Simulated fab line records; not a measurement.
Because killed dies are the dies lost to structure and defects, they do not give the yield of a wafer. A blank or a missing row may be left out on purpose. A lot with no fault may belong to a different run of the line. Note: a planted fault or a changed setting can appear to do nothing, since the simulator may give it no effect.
Struck lot and sound lot, side by side -- flow n5-finfet -- 15 out of 1938 route steps
Sound: these wafers, L439.1, L439.4, L439.6. Struck: wafer L450.3. (L450.2, L450.6 of the same lot were not struck and are left out.) The cause comes at the end.
Per side, at each step with rows, come the tool, then ch with its chambers, and then its first start. Under that, the readings that differ: sound wafers -- struck wafers -- difference of the means -- sigmas: that difference in standard deviations of wafers without a fault.
alike: same words and numbers on both sides, and readings whose means sit less than 2 such deviations apart. not compared: any withheld reading, any reading some wafer has no value for, any bound like >300 that may hide the same value, and any number with overlapping values for which the record gives no deviation.
A row with sigmas, a row that says differs or no value, or rows on one side alone: a step with any of these is where the two part. Numbers that have no deviation but don't overlap get no sigmas and don't part them. Lack of a reading on every wafer of one side parts them only where that side has two or more wafers.

first, 1 step without rows for these wafers: N5_ZERO_LAYER_SRD_01 (time 30 s, dry time 30 s).
N5_ZERO_LAYER_PECVD_02: deposits SiO2 from SiH4/N2O, target thk 10 nm, time 6 s.
  sound on pecvd-04 ch 0,1, day 1 12:17; struck on pecvd-01 ch 0, day 4 06:17
  alike: heater-power-w, showerhead-plenum-p-Torr
then, 8 steps without rows for these wafers: N5_ZERO_LAYER_HMDS_04 (time 60 s); N5_ZERO_LAYER_COAT_05 (resist thk 1000 nm); N5_ZERO_LAYER_EBR_07; N5_ZERO_LAYER_SOFTBAKE_06 (time 90 s); N5_ZERO_LAYER_EXPOSE_08 (exposes mask ZERO, defocus 0 nm, target cd 2000 nm); N5_ZERO_LAYER_PEB_09; N5_ZERO_LAYER_DEVELOP_10 (develop time 60 s); N5_ZERO_LAYER_HARDBAKE_23 (time 120 s).
N5_ZERO_LAYER_CD_MEAS_11: target cd 2000 nm.
  sound on cd-sem-01 ch 0, day 1 12:38; struck on cd-sem-02 ch 0, day 4 06:38
  alike: cd-nm
N5_ZERO_LAYER_DESCUM_16: chemistry O2, time 7.9 s.
  sound on rie-diel-04 ch 0,1, day 1 12:53; struck on rie-diel-01 ch 1, day 4 06:41
  alike: bias-power-w, drypump-motor-current-A, oes-product-au, rf-vpp-V, showerhead-plenum-p-Torr, temp-c, throttle-valve-pct
  not compared: rf-hours-counter-h
N5_ZERO_LAYER_ETCH_17: etches SiO2 in CF4, target depth 12 nm, time 13.3 s.
  sound on rie-diel-04 ch 0,1, day 1 12:55; struck on rie-diel-01 ch 1, day 4 06:43
reading,sound,struck,difference,sigmas
model.etch.depth-nm (nm),12.38 11.87 12.42,9.48,-2.74,
  alike: drypump-motor-current-A, oes-product-au, rf-vpp-V, showerhead-plenum-p-Torr, throttle-valve-pct
  not compared: rf-hours-counter-h
N5_ZERO_LAYER_ETCH_18: etches Si in HBr/Cl2, target depth 120 nm, time 40 s.
  sound on rie-si-06 ch 1,2, day 1 12:59; struck on rie-si-06 ch 2, day 4 06:47
  alike: drypump-motor-current-A, oes-product-au, throttle-valve-pct
  not compared: rf-hours-counter-h
-- a jump in the record: the struck wafers' starts before and after are 8 days apart (it breaks off in module ZERO_LAYER and resumes in module BEOL_M4, where the first step shown is number 1111 of the route) --
N5_BEOL_M4_RC_MEAS_101:
  sound on prober-01 ch 0, day 9 06:19; struck on prober-02 ch 0, day 12 00:50
  alike: DIBL_N, DIBL_P, IOFF_N, IOFF_P, ION_N, ION_P, SS_N, SS_P, VT_N, VT_P

== WHERE THEY PART ==
Nowhere in this record.

WHY: the cause the simulator had injected
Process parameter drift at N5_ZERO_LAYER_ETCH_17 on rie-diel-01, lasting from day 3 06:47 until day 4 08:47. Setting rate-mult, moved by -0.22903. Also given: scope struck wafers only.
